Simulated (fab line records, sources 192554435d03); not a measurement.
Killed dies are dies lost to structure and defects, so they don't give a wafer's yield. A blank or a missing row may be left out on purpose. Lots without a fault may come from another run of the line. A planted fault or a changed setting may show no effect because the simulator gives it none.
Which tool did it? | flow n5_finfet | 24 lots, 72 wafers sampled, at 6 steps of a route of 1938

WHAT THE GAUGES READ, wafer by wafer
N5_BEOL_M7_CD_MEAS_28: target cd 40 nm.
lot  | measured     | on        | cd_nm (nm)
L074 | day 9 07:12  | cd_sem-01 | 39.84 40.34 40.07
L075 | day 9 10:19  | cd_sem-03 | 40.22 39.94 40.00
L076 | day 9 14:02  | cd_sem-01 | 40.15 40.07 40.04
L077 | day 9 16:53  | cd_sem-03 | 40.18 40.11 40.18
L078 | day 10 03:30 | cd_sem-01 | 39.80 39.80 40.07
L079 | day 10 15:16 | cd_sem-03 | 40.20 39.84 39.95
L081 | day 11 06:26 | cd_sem-03 | 39.70 39.70 39.65
L080 | day 11 06:37 | cd_sem-03 | 40.17 40.25 40.27
L082 | day 11 10:32 | cd_sem-01 | 40.15 39.48 39.81
L083 | day 11 14:07 | cd_sem-01 | 40.29 40.31 40.52
L084 | day 12 01:51 | cd_sem-02 | 40.23 39.70 39.94
L085 | day 12 03:43 | cd_sem-03 | 39.46 39.98 40.09
L086 | day 12 11:20 | cd_sem-03 | 40.26 40.08 40.53
L087 | day 12 20:58 | cd_sem-02 | 40.16 40.21 40.22
L089 | day 13 08:05 | cd_sem-03 | 39.91 40.61 40.28
L091 | day 13 09:25 | cd_sem-02 | 40.18 40.10 40.11
L090 | day 13 12:02 | cd_sem-01 | 39.98 40.40 40.27
L088 | day 13 18:11 | cd_sem-01 | 40.20 40.15 39.91
L092 | day 14 00:20 | cd_sem-01 | 40.15 40.09 40.05
L095 | day 14 06:08 | cd_sem-01 | 40.56 40.01 40.18
L094 | day 14 16:43 | cd_sem-03 | 39.79 39.79 39.57
L093 | day 15 09:12 | cd_sem-01 | 40.20 39.44 40.11
L096 | day 15 12:55 | cd_sem-01 | 40.32 40.07 40.12
L097 | day 16 08:53 | cd_sem-02 | 40.55 39.67 40.45

N5_BEOL_M8_OVL_MEAS_12.
lot  | measured     | on         | M8_OVL (nm)
L074 | day 9 15:26  | overlay-01 | -1.2 -0.6 -0.7
L075 | day 9 16:31  | overlay-01 | 0.1 0.9 0.2
L076 | day 9 19:01  | overlay-02 | -0.4 -0.5 -0.3
L077 | day 9 22:57  | overlay-01 | 1.2 1.4 0.8
L078 | day 10 13:12 | overlay-02 | 0.7 0.1 -0.4
L079 | day 10 23:07 | overlay-02 | -1.4 -0.6 -0.5
L081 | day 11 12:10 | overlay-01 | 0.8 -1.5 -2.2
L080 | day 11 12:24 | overlay-02 | 0.3 -0.2 -0.6
L082 | day 11 17:49 | overlay-01 | -0.1 0.6 1.4
L083 | day 11 21:11 | overlay-01 | -0.8 -0.6 -1.7
L084 | day 12 08:50 | overlay-02 | -0.8 -0.4 1.1
L085 | day 12 09:20 | overlay-02 | 0.8 0.5 -1.1
L086 | day 12 18:00 | overlay-01 | 0.7 0.6 -0.2
L087 | day 13 02:55 | overlay-01 | -0.7 0.2 0.5
L089 | day 13 13:38 | overlay-02 | 0.9 -0.2 -0.3
L091 | day 13 16:46 | overlay-01 | 0.3 0.3 -0.2
L090 | day 13 16:58 | overlay-02 | -0.6 0.7 -0.3
L088 | day 14 00:41 | overlay-01 | 0.5 -0.3 -0.4
L092 | day 14 06:05 | overlay-01 | -0.2 -1.2 -0.8
L095 | day 14 10:35 | overlay-01 | 0.1 -0.6 -0.5
L094 | day 15 00:08 | overlay-01 | -0.4 -0.7 -1.4
L093 | day 15 14:14 | overlay-01 | -0.9 -1.5 0.1
L096 | day 15 18:56 | overlay-01 | -0.2 0.2 0.5
L097 | day 16 14:43 | overlay-01 | -1.4 -1.0 0.0

WHICH TOOL RAN EACH LOT (tool, then ch and the chambers of the sampled wafers, then the start)
lot  | N5_BEOL_M7_STRIP_67                | N5_BEOL_M7_STRIP_36                | N5_BEOL_M7_CURE_75            | N5_BEOL_M8_PECVD_70
L074 | rie_diel-03 ch 1,3, day 9 04:59    | rie_diel-04 ch 0,2, day 9 08:29    | uv_cure-03 ch 2, day 9 08:55  | pecvd-01 ch 0,1, day 9 12:53
L075 | rie_diel-05 ch 0,2,3, day 9 09:44  | rie_diel-03 ch 1,3, day 9 10:53    | uv_cure-01 ch 0, day 9 11:16  | pecvd-03 ch 0,2, day 9 15:02
L076 | rie_diel-05 ch 0,3, day 9 12:06    | rie_diel-03 ch 0,2,3, day 9 14:24  | uv_cure-03 ch 0, day 9 14:47  | pecvd-04 ch 0,2, day 9 18:20
L077 | rie_diel-03 ch 0,1, day 9 16:10    | rie_diel-05 ch 2,3, day 9 17:32    | uv_cure-02 ch 0, day 9 17:59  | pecvd-03 ch 0,1,2, day 9 22:22
L078 | rie_diel-03 ch 1,2,3, day 10 01:37 | rie_diel-04 ch 0,2,3, day 10 04:17 | uv_cure-01 ch 1, day 10 04:52 | pecvd-03 ch 1,2, day 10 09:42
L079 | rie_diel-05 ch 1,2,3, day 10 13:11 | rie_diel-04 ch 0,2, day 10 15:37   | uv_cure-01 ch 0, day 10 16:04 | pecvd-03 ch 0,2, day 10 19:22
L081 | rie_diel-03 ch 0,2,3, day 11 02:53 | rie_diel-04 ch 0,2, day 11 06:47   | uv_cure-01 ch 2, day 11 07:11 | pecvd-01 ch 0,1,2, day 11 11:10
L080 | rie_diel-03 ch 0,1, day 11 03:31   | rie_diel-03 ch 0,1,3, day 11 07:13 | uv_cure-02 ch 1, day 11 07:58 | pecvd-04 ch 0,1,2, day 11 11:35
L082 | rie_diel-03 ch 0,1, day 11 08:49   | rie_diel-05 ch 0,1,2, day 11 10:53 | uv_cure-03 ch 2, day 11 11:31 | pecvd-03 ch 0,2, day 11 16:18
L083 | rie_diel-03 ch 0,1,2, day 11 12:44 | rie_diel-05 ch 0,1, day 11 14:28   | uv_cure-03 ch 1, day 11 15:37 | pecvd-03 ch 0,1, day 11 18:55
L084 | rie_diel-03 ch 0,1,2, day 11 21:41 | rie_diel-04 ch 0,3, day 12 02:12   | uv_cure-03 ch 2, day 12 02:36 | pecvd-03 ch 1,2, day 12 07:02
L085 | rie_diel-03 ch 0,1,2, day 12 03:07 | rie_diel-04 ch 1,3, day 12 04:04   | uv_cure-03 ch 2, day 12 04:33 | pecvd-01 ch 2, day 12 08:21
L086 | rie_diel-03 ch 1,2,3, day 12 09:08 | rie_diel-03 ch 0,3, day 12 12:06   | uv_cure-01 ch 2, day 12 12:38 | pecvd-01 ch 1,2, day 12 16:13
L087 | rie_diel-03 ch 0,2, day 12 18:29   | rie_diel-03 ch 0,1,3, day 12 21:21 | uv_cure-01 ch 2, day 12 21:47 | pecvd-01 ch 1,2, day 13 00:38
L089 | rie_diel-05 ch 0,2,3, day 13 07:19 | rie_diel-04 ch 0,2, day 13 08:31   | uv_cure-01 ch 2, day 13 09:01 | pecvd-04 ch 0,2, day 13 12:24
L091 | rie_diel-05 ch 0,1, day 13 08:46   | rie_diel-05 ch 1,2,3, day 13 09:47 | uv_cure-02 ch 2, day 13 10:11 | pecvd-04 ch 0,2, day 13 14:29
L090 | rie_diel-04 ch 0,1,2, day 13 11:07 | rie_diel-03 ch 0,1,2, day 13 12:23 | uv_cure-03 ch 2, day 13 12:47 | pecvd-03 ch 0,1,2, day 13 15:37
L088 | rie_diel-03 ch 0,2,3, day 13 17:14 | rie_diel-03 ch 1,3, day 13 18:42   | uv_cure-02 ch 0, day 13 19:06 | pecvd-03 ch 0,1,2, day 13 23:25
L092 | rie_diel-03 ch 0,1,2, day 13 23:24 | rie_diel-04 ch 0,2,3, day 14 00:41 | uv_cure-02 ch 1, day 14 01:05 | pecvd-03 ch 0,1,2, day 14 04:33
L095 | rie_diel-04 ch 0,1,3, day 14 05:28 | rie_diel-05 ch 1,2,3, day 14 06:29 | uv_cure-03 ch 0, day 14 06:55 | pecvd-01 ch 1,2, day 14 09:47
L094 | rie_diel-04 ch 2,3, day 14 14:46   | rie_diel-03 ch 0,1, day 14 17:04   | uv_cure-03 ch 2, day 14 17:31 | pecvd-01 ch 1,2, day 14 21:20
L093 | rie_diel-05 ch 1,2,3, day 15 06:32 | rie_diel-04 ch 0,1,3, day 15 09:38 | uv_cure-02 ch 0, day 15 10:02 | pecvd-04 ch 0,1,2, day 15 13:02
L096 | rie_diel-05 ch 0,3, day 15 11:10   | rie_diel-04 ch 0,3, day 15 13:16   | uv_cure-01 ch 1, day 15 13:42 | pecvd-01 ch 0,1,2, day 15 17:46
L097 | rie_diel-05 ch 2,3, day 16 07:08   | rie_diel-04 ch 0,1,3, day 16 09:14 | uv_cure-03 ch 0, day 16 09:38 | pecvd-01 ch 0,1,2, day 16 12:38
- N5_BEOL_M7_STRIP_67: strips in CF4.
- N5_BEOL_M7_STRIP_36: strips in N2/H2.
- N5_BEOL_M7_CURE_75: cures SiCOH lowk, time 120 s.
- N5_BEOL_M8_PECVD_70: deposits SiO2 from TEOS/O2, target thk 20 nm, time 22.7 s.

WHAT THE TOOLS THEMSELVES READ (means of the sampled wafers that have a number; where no wafer has one, the mark that the record gives instead)
N5_BEOL_M7_STRIP_67.
lot  | tool        | drypump_motor_current_A (A) | oes_product_au (a.u.) | rf_vpp_V (V) | showerhead_plenum_p_Torr (Torr) | throttle_valve_pct (%)
L074 | rie_diel-03 | 5.3                         | 0.76                  | 272.0        | 1.83                            | 13.77
L075 | rie_diel-05 | 5.6                         | 0.73                  | 271.1        | 1.81                            | 13.68
L076 | rie_diel-05 | 5.8                         | 0.74                  | 271.4        | 1.80                            | 13.75
L077 | rie_diel-03 | 5.2                         | 0.78                  | 270.8        | 1.79                            | 13.64
L078 | rie_diel-03 | 5.3                         | 0.82                  | 272.2        | 1.83                            | 13.60
L079 | rie_diel-05 | 5.6                         | 0.73                  | 271.0        | 1.78                            | 13.67
L081 | rie_diel-03 | 5.4                         | 0.83                  | 271.0        | 1.82                            | 13.55
L080 | rie_diel-03 | 5.2                         | 0.77                  | 271.0        | 1.78                            | 13.65
L082 | rie_diel-03 | 5.3                         | 0.80                  | 270.8        | 1.77                            | 13.58
L083 | rie_diel-03 | 5.2                         | 0.83                  | 270.7        | 1.80                            | 13.47
L084 | rie_diel-03 | 5.2                         | 0.84                  | 271.7        | 1.80                            | 13.48
L085 | rie_diel-03 | 5.2                         | 0.83                  | 271.0        | 1.80                            | 13.48
L086 | rie_diel-03 | 5.3                         | 0.80                  | 271.7        | 1.83                            | 13.64
L087 | rie_diel-03 | 5.2                         | 0.89                  | 271.4        | 1.81                            | 13.31
L089 | rie_diel-05 | 5.6                         | 0.71                  | 270.5        | 1.80                            | 13.74
L091 | rie_diel-05 | 5.7                         | 0.70                  | 271.5        | 1.82                            | 13.85
L090 | rie_diel-04 | 6.1                         | 0.80                  | 271.8        | 1.83                            | 13.60
L088 | rie_diel-03 | 5.4                         | 0.81                  | 271.9        | 1.81                            | 13.59
L092 | rie_diel-03 | 5.2                         | 0.81                  | 271.2        | 1.79                            | 13.50
L095 | rie_diel-04 | 5.6                         | 0.80                  | 271.5        | 1.78                            | 13.68
L094 | rie_diel-04 | 6.0                         | 0.92                  | 273.3        | 1.85                            | 13.19
L093 | rie_diel-05 | 5.5                         | 0.70                  | 269.5        | 1.77                            | 13.75
L096 | rie_diel-05 | 5.8                         | 0.70                  | 271.4        | 1.82                            | 13.88
L097 | rie_diel-05 | 5.5                         | 0.70                  | 271.1        | 1.76                            | 13.69

N5_BEOL_M7_STRIP_36.
lot  | tool        | drypump_motor_current_A (A) | oes_product_au (a.u.) | rf_vpp_V (V) | showerhead_plenum_p_Torr (Torr) | throttle_valve_pct (%)
L074 | rie_diel-04 | 6.4                         | 0.70                  | 58.5         | 2.44                            | 24.01
L075 | rie_diel-03 | 5.3                         | 0.77                  | 58.8         | 2.56                            | 23.67
L076 | rie_diel-03 | 5.4                         | 0.88                  | 60.1         | 2.56                            | 23.57
L077 | rie_diel-05 | 5.6                         | 0.73                  | 59.0         | 2.53                            | 23.86
L078 | rie_diel-04 | 5.9                         | 0.70                  | 58.2         | 2.47                            | 23.84
L079 | rie_diel-04 | 6.4                         | 0.69                  | 57.3         | 2.44                            | 24.02
L081 | rie_diel-04 | 6.3                         | 0.69                  | 60.1         | 2.48                            | 24.00
L080 | rie_diel-03 | 5.4                         | 0.78                  | 58.5         | 2.54                            | 23.74
L082 | rie_diel-05 | 5.5                         | 0.71                  | 57.4         | 2.55                            | 23.61
L083 | rie_diel-05 | 5.6                         | 0.70                  | 58.7         | 2.56                            | 23.73
L084 | rie_diel-04 | 5.8                         | 0.80                  | 59.4         | 2.50                            | 23.73
L085 | rie_diel-04 | 5.2                         | 0.90                  | 57.7         | 2.49                            | 23.49
L086 | rie_diel-03 | 5.5                         | 0.80                  | 59.4         | 2.51                            | 23.80
L087 | rie_diel-03 | 5.4                         | 0.77                  | 59.1         | 2.53                            | 23.74
L089 | rie_diel-04 | 6.4                         | 0.87                  | 58.2         | 2.65                            | 23.74
L091 | rie_diel-05 | 5.6                         | 0.70                  | 58.5         | 2.52                            | 23.80
L090 | rie_diel-03 | 5.2                         | 0.83                  | 58.7         | 2.52                            | 23.59
L088 | rie_diel-03 | 5.3                         | 0.74                  | 59.4         | 2.54                            | 23.69
L092 | rie_diel-04 | 5.9                         | 0.86                  | 59.3         | 2.57                            | 23.64
L095 | rie_diel-05 | 5.6                         | 0.70                  | 59.1         | 2.51                            | 23.82
L094 | rie_diel-03 | 5.2                         | 0.75                  | 58.8         | 2.49                            | 23.75
L093 | rie_diel-04 | 5.6                         | 0.78                  | 59.7         | 2.50                            | 23.75
L096 | rie_diel-04 | 5.4                         | 0.84                  | 57.4         | 2.48                            | 23.51
L097 | rie_diel-04 | 5.6                         | 0.78                  | 59.3         | 2.50                            | 23.76

N5_BEOL_M7_CURE_75.
lot  | tool       | lamp_power_pct (%) | wafer_temp_C_max
L074 | uv_cure-03 | 52.29              | 371.3
L075 | uv_cure-01 | 52.29              | 372.6
L076 | uv_cure-03 | 52.36              | 371.9
L077 | uv_cure-02 | 52.31              | 372.5
L078 | uv_cure-01 | 52.31              | 371.2
L079 | uv_cure-01 | 52.30              | 372.6
L081 | uv_cure-01 | 52.27              | 371.5
L080 | uv_cure-02 | 52.33              | 372.9
L082 | uv_cure-03 | 52.29              | 371.0
L083 | uv_cure-03 | 52.29              | 371.0
L084 | uv_cure-03 | 52.36              | 371.4
L085 | uv_cure-03 | 52.30              | 371.1
L086 | uv_cure-01 | 52.26              | 371.1
L087 | uv_cure-01 | 52.36              | 371.6
L089 | uv_cure-01 | 52.31              | 371.4
L091 | uv_cure-02 | 52.27              | 372.2
L090 | uv_cure-03 | 52.29              | 371.3
L088 | uv_cure-02 | 52.27              | 372.3
L092 | uv_cure-02 | 52.36              | 372.3
L095 | uv_cure-03 | 52.30              | 371.7
L094 | uv_cure-03 | 52.26              | 371.3
L093 | uv_cure-02 | 52.35              | 372.3
L096 | uv_cure-01 | 52.36              | 371.5
L097 | uv_cure-03 | 52.31              | 371.9

N5_BEOL_M8_PECVD_70.
lot  | tool     | chamber_pressure_Torr (Torr) | heater_power_w (W) | showerhead_plenum_p_Torr (Torr) | showerhead_vpp_V (V) | throttle_valve_pct (%)
L074 | pecvd-01 | 5.497                        | 791                | 8.77                            | 1280                 | 21.8
L075 | pecvd-03 | 5.491                        | 749                | 8.78                            | 1329                 | 21.7
L076 | pecvd-04 | 5.504                        | 739                | 8.74                            | 1322                 | 25.2
L077 | pecvd-03 | 5.503                        | 712                | 8.82                            | 1335                 | 22.5
L078 | pecvd-03 | 5.502                        | 688                | 8.81                            | 1334                 | 22.4
L079 | pecvd-03 | 5.497                        | 779                | 8.81                            | 1324                 | 21.6
L081 | pecvd-01 | 5.496                        | 698                | 8.82                            | 1316                 | 21.3
L080 | pecvd-04 | 5.487                        | 744                | 8.76                            | 1329                 | 23.9
L082 | pecvd-03 | 5.487                        | 725                | 8.79                            | 1313                 | 21.7
L083 | pecvd-03 | 5.492                        | 669                | 8.89                            | 1341                 | 23.3
L084 | pecvd-03 | 5.499                        | 765                | 8.80                            | 1327                 | 22.4
L085 | pecvd-01 | 5.504                        | 700                | 8.80                            | 1392                 | 19.3
L086 | pecvd-01 | 5.488                        | 718                | 8.78                            | 1355                 | 19.8
L087 | pecvd-01 | 5.486                        | 760                | 8.78                            | 1365                 | 20.0
L089 | pecvd-04 | 5.495                        | 794                | 8.71                            | 1278                 | 23.1
L091 | pecvd-04 | 5.494                        | 744                | 8.75                            | 1303                 | 25.5
L090 | pecvd-03 | 5.502                        | 704                | 8.81                            | 1344                 | 22.3
L088 | pecvd-03 | 5.499                        | 704                | 8.83                            | 1338                 | 22.5
L092 | pecvd-03 | 5.502                        | 659                | 8.83                            | 1331                 | 22.5
L095 | pecvd-01 | 5.496                        | 725                | 8.80                            | 1349                 | 19.9
L094 | pecvd-01 | 5.513                        | 756                | 8.78                            | 1360                 | 20.0
L093 | pecvd-04 | 5.506                        | 715                | 8.75                            | 1337                 | 23.8
L096 | pecvd-01 | 5.502                        | 773                | 8.82                            | 1324                 | 21.6
L097 | pecvd-01 | 5.503                        | 744                | 8.84                            | 1320                 | 21.6

THE ANSWER, worked out from the rows above alone
Rule: what is usual is taken from the lots themselves. Put in order of their means at a reading, lots are off if they are a third of the lots or fewer, leave a main group of 4 or more, and stand apart from it by a gap of 3 or more times the standard deviation of the main group's means; of several such gaps the widest counts. A main group whose means are all the same, to the digits that the tables above print for the reading, isn't used. A lot without any number at a reading at which 4 lots or more have one is off too. The other lots that the step has rows for count as sound. The gauges are gone through in route order, then the tools' own readings, and for those a lot's mean is taken as printed above. The first step at which some lot is off is used, and at that step the reading that is off furthest; a lot without a number counts as furthest.
No lot is off at any reading shown: from this, nothing can be told.

WHAT THE SIMULATOR HAD PUT IN
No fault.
